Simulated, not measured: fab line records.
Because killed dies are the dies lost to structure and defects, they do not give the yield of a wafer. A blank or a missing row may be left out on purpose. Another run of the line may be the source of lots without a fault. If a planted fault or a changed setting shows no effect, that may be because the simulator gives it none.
fab line records + flow n5_finfet
record:
- lots: 5
- wafers: 15
- last_day: 19
route steps=1938 shown PMOS_HMC_CHANNEL_EPI@58
lots that met no fault: from a run of the same line without faults
start_h: hours from the record's first day to the start of the lot's first wafer shown + wait_h: how many hours have passed since the lot's step before this one + " identical to the entry in the row above + L1.1+2: one row covering several wafers at once + - either no value or no given start + * or withheld: withheld + < > ~ a bound
route shown NAME@n: a module of which the file shows steps, and the number in the route of the first + usual: mean/standard deviation taken from wafers without a fault + same: alike in all rows + chamber/n: place in a boat + sites: readings site by site + _std_site: their standard deviation + _edge_site: the outer-site mean with the inner-site mean subtracted + radius_mm: for every site, how far away it sits from the centre of the wafer + mask NAME#n: copy n + behind: the last tool/chamber to shape the wafer + hold: why the lot went on hold/how many hours it stayed there/how the hold came to an end + device: which transistor (n, p or np) failed to switch + end of line: tests of these same wafers at the route's end + for a step that has no rows: nothing shown but its recipe + killed: not the wafer's yield, but the dies lost to structure and defects at the first sort + map: per-die view of a wafer (x killed, . not killed, _ where there is no die)
set.NAME: the setting that was run; set.NAME@STEP: the one run at that earlier step + model.NAME: the simulator's own value behind a step, which no gauge read
a table for each step, a row for each wafer; lots at some steps of the route
services: from which hour (start_h, from the record's first day; less than 0 if before it) a tool's chamber was out of use, for how many hours, and why
== steps ==
step: N5_PMOS_HMC_CHANNEL_EPI_COAT_31
recipe:
- resist: BARC
- temp_c: 205
- time_s: 60
- spin_rpm: 1500
- resist_thk_nm: 66
| lot.wafer  | tool           | chamber | start_h | wait_h |
|------------|----------------|---------|---------|--------|
| L076.1+4+6 | litho_track-01 | 0       | 29.13   | 0.1    |
| L080.1+4+5 | litho_track-01 | 0       | 53.01   | 0.0    |
| L086.1+2+3 | litho_track-04 | 0       | 89.09   | 0.0    |
| L094.4+5+6 | litho_track-04 | 0       | 136.89  | 0.0    |
| L096.1+2+3 | litho_track-04 | 0       | 149.34  | 0.1    |
step: N5_PMOS_HMC_CHANNEL_EPI_COAT_03
recipe:
- resist: CAR-ArF-block
- spin_rpm: 1500
- resist_thk_nm: 205
| lot.wafer  | tool           | chamber | start_h | wait_h |
|------------|----------------|---------|---------|--------|
| L076.1+4+6 | litho_track-01 | 0       | -       | -      |
| L080.1+4+5 | litho_track-01 | 0       | -       | -      |
| L086.1+2+3 | litho_track-04 | 0       | -       | -      |
| L094.4+5+6 | litho_track-04 | 0       | -       | -      |
| L096.1+2+3 | litho_track-04 | 0       | -       | -      |
step: N5_PMOS_HMC_CHANNEL_EPI_EBR_05
recipe:
- solvent: PGMEA
- ebr_width_mm: 1.5
same:
- ebr_width_mm: 1.5
| lot.wafer  | tool           | chamber | start_h | wait_h |
|------------|----------------|---------|---------|--------|
| L076.1+4+6 | litho_track-01 | 0       | -       | -      |
| L080.1+4+5 | litho_track-01 | 0       | -       | -      |
| L086.1+2+3 | litho_track-04 | 0       | -       | -      |
| L094.4+5+6 | litho_track-04 | 0       | -       | -      |
| L096.1+2+3 | litho_track-04 | 0       | -       | -      |
step: N5_PMOS_HMC_CHANNEL_EPI_SOFTBAKE_04
recipe:
- temp_c: 110
- time_s: 60
- resist: CAR-ArF-block
| lot.wafer  | tool           | chamber | start_h | wait_h |
|------------|----------------|---------|---------|--------|
| L076.1+4+6 | litho_track-01 | 0       | -       | -      |
| L080.1+4+5 | litho_track-01 | 0       | -       | -      |
| L086.1+2+3 | litho_track-04 | 0       | -       | -      |
| L094.4+5+6 | litho_track-04 | 0       | -       | -      |
| L096.1+2+3 | litho_track-04 | 0       | -       | -      |
step: N5_PMOS_HMC_CHANNEL_EPI_EXPOSE_06
recipe:
- mask_id: PMOS_HMC_BLK
- na: 1.35
- source_shape: conventional
- sigma_outer: 0.8
- polarization: unpolarized
- target_cd_nm: 240
- dose_mj: 41
usual:
- exposure_dose_mJ_cm2: 40.96/0.046
| lot.wafer | tool            | chamber | start_h | wait_h | mask           | exposure_dose_mJ_cm2 |
|-----------|-----------------|---------|---------|--------|----------------|----------------------|
| L076.1    | arfi_scanner-03 | 0       | 29.36   | -      | PMOS_HMC_BLK#0 | 40.90                |
| L076.4    | "               | 0       | "       | "      | PMOS_HMC_BLK#0 | 40.90                |
| L076.6    | "               | 0       | "       | "      | PMOS_HMC_BLK#0 | 40.95                |
| L080.1    | arfi_scanner-02 | 0       | 53.23   | -      | PMOS_HMC_BLK#0 | 40.91                |
| L080.4    | "               | 0       | "       | "      | PMOS_HMC_BLK#0 | 40.91                |
| L080.5    | "               | 0       | "       | "      | PMOS_HMC_BLK#0 | 40.90                |
| L086.1    | arfi_scanner-03 | 0       | 89.32   | -      | PMOS_HMC_BLK#0 | 40.93                |
| L086.2    | "               | 0       | "       | "      | PMOS_HMC_BLK#0 | 40.91                |
| L086.3    | "               | 0       | "       | "      | PMOS_HMC_BLK#0 | 40.97                |
| L094.4    | arfi_scanner-03 | 0       | 137.13  | -      | PMOS_HMC_BLK#0 | 40.92                |
| L094.5    | "               | 0       | "       | "      | PMOS_HMC_BLK#0 | 40.93                |
| L094.6    | "               | 0       | "       | "      | PMOS_HMC_BLK#0 | 40.92                |
| L096.1    | arfi_scanner-02 | 0       | 149.44  | -      | PMOS_HMC_BLK#0 | 40.98                |
| L096.2    | "               | 0       | "       | "      | PMOS_HMC_BLK#0 | 40.95                |
| L096.3    | "               | 0       | "       | "      | PMOS_HMC_BLK#0 | 40.98                |
step: N5_PMOS_HMC_CHANNEL_EPI_PEB_07
recipe:
- peb_temp_c: 110
- peb_time_s: 60
- resist: CAR-ArF-block
| lot.wafer  | tool           | chamber | start_h | wait_h |
|------------|----------------|---------|---------|--------|
| L076.1+4+6 | litho_track-04 | 0       | 29.42   | 0.1    |
| L080.1+4+5 | litho_track-03 | 0       | 53.29   | 0.1    |
| L086.1+2+3 | litho_track-03 | 0       | 89.37   | 0.1    |
| L094.4+5+6 | litho_track-03 | 0       | 137.18  | 0.0    |
| L096.1+2+3 | litho_track-03 | 0       | 149.49  | 0.1    |
step: N5_PMOS_HMC_CHANNEL_EPI_DEVELOP_08
recipe:
- develop_time_s: 30
- developer: TMAH
- resist: CAR-ArF-block
- dev_temp_c: 23
- rinse_liquid: diw
- dry: air_spin
| lot.wafer  | tool           | chamber | start_h | wait_h |
|------------|----------------|---------|---------|--------|
| L076.1+4+6 | litho_track-04 | 0       | -       | -      |
| L080.1+4+5 | litho_track-03 | 0       | -       | -      |
| L086.1+2+3 | litho_track-03 | 0       | -       | -      |
| L094.4+5+6 | litho_track-03 | 0       | -       | -      |
| L096.1+2+3 | litho_track-03 | 0       | -       | -      |
step: N5_PMOS_HMC_CHANNEL_EPI_CD_MEAS_09
recipe:
- target_cd_nm: 237.4
- landing_energy_ev: 500
- detector: se_inlens
usual:
- cd_nm: 237.9/0.86
| lot.wafer | tool      | chamber | start_h | wait_h | cd_nm |
|-----------|-----------|---------|---------|--------|-------|
| L076.1    | cd_sem-03 | 0       | 29.48   | -      | 237.4 |
| L076.4    | "         | 0       | "       | "      | 237.1 |
| L076.6    | "         | 0       | "       | "      | 237.6 |
| L080.1    | cd_sem-01 | 0       | 53.36   | -      | 238.1 |
| L080.4    | "         | 0       | "       | "      | 238.7 |
| L080.5    | "         | 0       | "       | "      | 238.0 |
| L086.1    | cd_sem-03 | 0       | 89.44   | -      | 237.6 |
| L086.2    | "         | 0       | "       | "      | 237.2 |
| L086.3    | "         | 0       | "       | "      | 237.4 |
| L094.4    | cd_sem-01 | 0       | 137.24  | -      | 235.8 |
| L094.5    | "         | 0       | "       | "      | 235.6 |
| L094.6    | "         | 0       | "       | "      | 235.6 |
| L096.1    | cd_sem-01 | 0       | 149.56  | -      | 238.3 |
| L096.2    | "         | 0       | "       | "      | 237.7 |
| L096.3    | "         | 0       | "       | "      | 238.3 |
step: N5_PMOS_HMC_CHANNEL_EPI_OVL_MEAS_10
recipe:
- points_per_wafer: 44
usual:
- PMOS_HMC_BLK_OVL: 0.0/0.72
| lot.wafer | tool       | chamber | start_h | wait_h | PMOS_HMC_BLK_OVL[nm] |
|-----------|------------|---------|---------|--------|----------------------|
| L076.1    | overlay-01 | 0       | 29.51   | 0.0    | 0.4                  |
| L076.4    | "          | 0       | "       | "      | 1.8                  |
| L076.6    | "          | 0       | "       | "      | 0.7                  |
| L080.1    | overlay-01 | 0       | 53.39   | 0.0    | 0.8                  |
| L080.4    | "          | 0       | "       | "      | 0.7                  |
| L080.5    | "          | 0       | "       | "      | 0.4                  |
| L086.1    | overlay-01 | 0       | 89.47   | 0.0    | -1.2                 |
| L086.2    | "          | 0       | "       | "      | -0.6                 |
| L086.3    | "          | 0       | "       | "      | -0.4                 |
| L094.4    | overlay-01 | 0       | 137.27  | 0.0    | -0.2                 |
| L094.5    | "          | 0       | "       | "      | -0.1                 |
| L094.6    | "          | 0       | "       | "      | -0.7                 |
| L096.1    | overlay-01 | 0       | 149.59  | 0.0    | -0.1                 |
| L096.2    | "          | 0       | "       | "      | 0.0                  |
| L096.3    | "          | 0       | "       | "      | -0.3                 |
== services ==
| tool            | chamber | start_h | hours | kind                      |
|-----------------|---------|---------|-------|---------------------------|
| arfi_scanner-03 | -       | 8.74    | 1.0   | pm                        |
| arfi_scanner-02 | -       | 22.51   | 0.8   | pm                        |
| arfi_scanner-03 | 0       | 48.81   | -     | calibration               |
| arfi_scanner-03 | -       | 50.64   | 0.8   | pm                        |
| arfi_scanner-03 | -       | 51.80   | 2.2   | repair                    |
| litho_track-01  | -       | 58.87   | -     | consumable_replace:filter |
| arfi_scanner-02 | -       | 73.53   | 16.0  | pm                        |
| litho_track-03  | -       | 78.28   | -     | consumable_replace:filter |
| arfi_scanner-03 | -       | 80.10   | 3.1   | pm                        |
| arfi_scanner-03 | -       | 86.70   | 1.3   | pm                        |
| arfi_scanner-02 | -       | 89.53   | 1.3   | pm                        |
| arfi_scanner-02 | -       | 90.83   | 1.0   | pm                        |
| arfi_scanner-02 | -       | 91.83   | 1.0   | pm                        |
| arfi_scanner-03 | -       | 99.85   | 1.0   | pm                        |
| arfi_scanner-02 | -       | 114.81  | 6.0   | pm                        |
| arfi_scanner-03 | -       | 126.68  | 4.9   | pm                        |
| arfi_scanner-03 | -       | 148.55  | 3.9   | pm                        |
== key ==
fault none
